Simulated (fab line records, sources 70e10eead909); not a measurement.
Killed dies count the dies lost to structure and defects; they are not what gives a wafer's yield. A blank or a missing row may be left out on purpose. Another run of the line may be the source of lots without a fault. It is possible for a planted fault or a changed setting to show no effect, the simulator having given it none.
A lot that was struck, set against a sound lot + flow nand harc + 38 steps out of a route of 1302
Sound: wafers L492.2, L492.5, L492.6. Struck: wafers L503.1, L503.5 (left out: L503.6, a lot-mate that was not struck); the cause follows at the end.
At each step with rows: each side's tool, then ch and its chambers, then its first start. Under that, the readings that differ: sound wafers + struck wafers + difference of the means + sigmas: that difference in standard deviations of wafers without a fault.
alike: words and numbers the same on both sides, and readings whose means are apart by under 2 such deviations; not compared: readings that were withheld, readings missing a value for some wafer, numbers with overlapping values and no deviation given by the record, and bounds like >300 which may hide the same value.
A row with sigmas, a row that says differs or no value, or rows on one side alone: a step with any of these is where the two part. Non-overlapping numbers with no deviation appear without sigmas and do not part them. A reading that every wafer of one side lacks parts them only if that side has two wafers or more.

NHARC_A_CHANNEL_HOLE_D2_CD_MEAS_31:
  sound: cd sem-02 at day 13 13:18; struck: cd sem-01 at day 18 06:42
  alike: cd nm
NHARC_A_CHANNEL_HOLE_D2_XSEM_32:
  sound on xsem-02 ch 0, day 13 13:24; struck on xsem-02 ch 0, day 18 06:47
  alike: bot cd nm, bow nm, tilt deg
NHARC_A_CHANNEL_HOLE_D2_INSPECT_40:
  sound: defect inspect-02 at day 13 13:29; struck: defect inspect-01 at day 18 06:53
  alike: raw defect count
then, 4 steps without rows for these wafers: NHARC_A_CHANNEL_FILL_D2_PRECLEAN_00 (cleans in SC1); NHARC_A_CHANNEL_FILL_D2_SRD_01; NHARC_A_CHANNEL_FILL_D2_ALD_02 (deposits SiO2, target thk 6 nm, pulse time 10 s, ald cycles 60); NHARC_A_CHANNEL_FILL_D2_ALD_03 (deposits SiNx, target thk 6 nm, pulse time 60 s, ald cycles 58).
NHARC_A_CHANNEL_FILL_D2_ALD_14: deposits SiO2, target thk 2.5 nm, pulse time 10 s, ald cycles 25.
  sound on ald hk-01 ch 0,2,3, day 13 20:55; struck on ald hk-01 ch 2,3, day 18 12:26
  alike: heater power w, precursor pulse height rel
  not compared: since wet clean h
then, 1 step without rows for these wafers: NHARC_A_CHANNEL_FILL_D2_ALD_15 (deposits SiNx, target thk 2 nm, pulse time 60 s, ald cycles 19).
NHARC_A_CHANNEL_FILL_D2_ALD_16: deposits SiO2, target thk 1.5 nm, pulse time 10 s, ald cycles 15.
  sound on ald hk-02 ch 0,1,3, day 14 02:25; struck on ald hk-04 ch 1,3, day 18 17:47
  alike: heater power w, precursor pulse height rel
  not compared: since wet clean h
then, 2 steps without rows for these wafers: NHARC_A_CHANNEL_FILL_D2_ANNEAL_17 (time 1800 s); NHARC_A_CHANNEL_FILL_D2_CVD_18 (deposits poly-Si, target thk 3 nm).
NHARC_A_CHANNEL_FILL_D2_ETCHBACK_19: etches the open film in HBr/Cl2, target depth 5 nm, time 1.7 s.
  sound on rie si-05 ch 1,2,3, day 14 15:16; struck on rie si-05 ch 1, day 19 05:21
  alike: drypump motor current A, mfc cl2 sccm, oes product au, throttle valve pct
  not compared: rf hours counter h
then, 7 steps without rows for these wafers: NHARC_A_CHANNEL_FILL_D2_ETCHBACK_20 (etches the open film in C4F8/O2/Ar, target depth 27 nm, time 13.5 s); NHARC_A_CHANNEL_FILL_D2_STRIP_28 (strips in O2, time 20 s); NHARC_A_CHANNEL_FILL_D2_PRECLEAN_21 (cleans in dHF, time 30 s); NHARC_A_CHANNEL_FILL_D2_SRD_23; NHARC_A_CHANNEL_FILL_D2_CVD_05 (deposits poly-Si, target thk 5 nm); NHARC_A_CHANNEL_FILL_D2_ANNEAL_22 (time 7200 s); NHARC_A_CHANNEL_FILL_D2_ALD_25 (deposits SiOx, target thk 60 nm, pulse time 10 s, ald cycles 600).
NHARC_A_CHANNEL_FILL_D2_ETCHBACK_08: etches the open film in C4F8, target depth 220 nm, time 110 s.
  sound on rie diel-11 ch 1,2,3; struck on rie diel-06 ch 1,2
  alike: oes product au, rf vpp V
  not compared: rf hours counter h
then, 7 steps without rows for these wafers: NHARC_A_CHANNEL_FILL_D2_STRIP_29 (strips in O2, time 20 s); NHARC_A_CHANNEL_FILL_D2_PRECLEAN_30 (cleans in dHF, time 30 s); NHARC_A_CHANNEL_FILL_D2_SRD_31; NHARC_A_CHANNEL_FILL_D2_CVD_09 (deposits poly-Si, target thk 150 nm, time 3000 s); NHARC_A_CHANNEL_FILL_D2_CMP_10 (polishes, target thk 150 nm); NHARC_A_CHANNEL_FILL_D2_SRD_12; NHARC_A_CHANNEL_FILL_D2_RTA_24 (time 5 s).
NHARC_A_STAIRCASE_DEP_156: deposits SiNx, target thk 50 nm.
  sound on pecvd-04 ch 0,2, day 15 15:08; struck on pecvd-03 ch 0,2, day 20 05:22
  alike: heater power w
  not compared: since wet clean h
then, 8 steps without rows for these wafers: NHARC_A_STAIRCASE_DEHYDRATE_158 (time 120 s); NHARC_A_STAIRCASE_HMDS_159 (time 30 s); NHARC_A_STAIRCASE_COAT_160; NHARC_A_STAIRCASE_SOFTBAKE_161 (time 170 s); NHARC_A_STAIRCASE_EBR_162; NHARC_A_STAIRCASE_EXPOSE_163 (exposes mask STAIR OPEN); NHARC_A_STAIRCASE_PEB_164 (peb time 130 s); NHARC_A_STAIRCASE_DEVELOP_165 (time 140 s).
-- jump in the record: it breaks off in module A_STAIRCASE and resumes in module END (first step shown: number 1302 of the route), and 9 days separate the struck wafers' starts before and after --
NHARC_END_SORT_01:
  here the record holds rows for the struck wafers (prober-02 ch 0, day 29 01:22) but none for the sound ones

== WHERE THEY PART ==
Within this record, at NHARC_END_SORT_01 only.

WHY: the cause the simulator had injected
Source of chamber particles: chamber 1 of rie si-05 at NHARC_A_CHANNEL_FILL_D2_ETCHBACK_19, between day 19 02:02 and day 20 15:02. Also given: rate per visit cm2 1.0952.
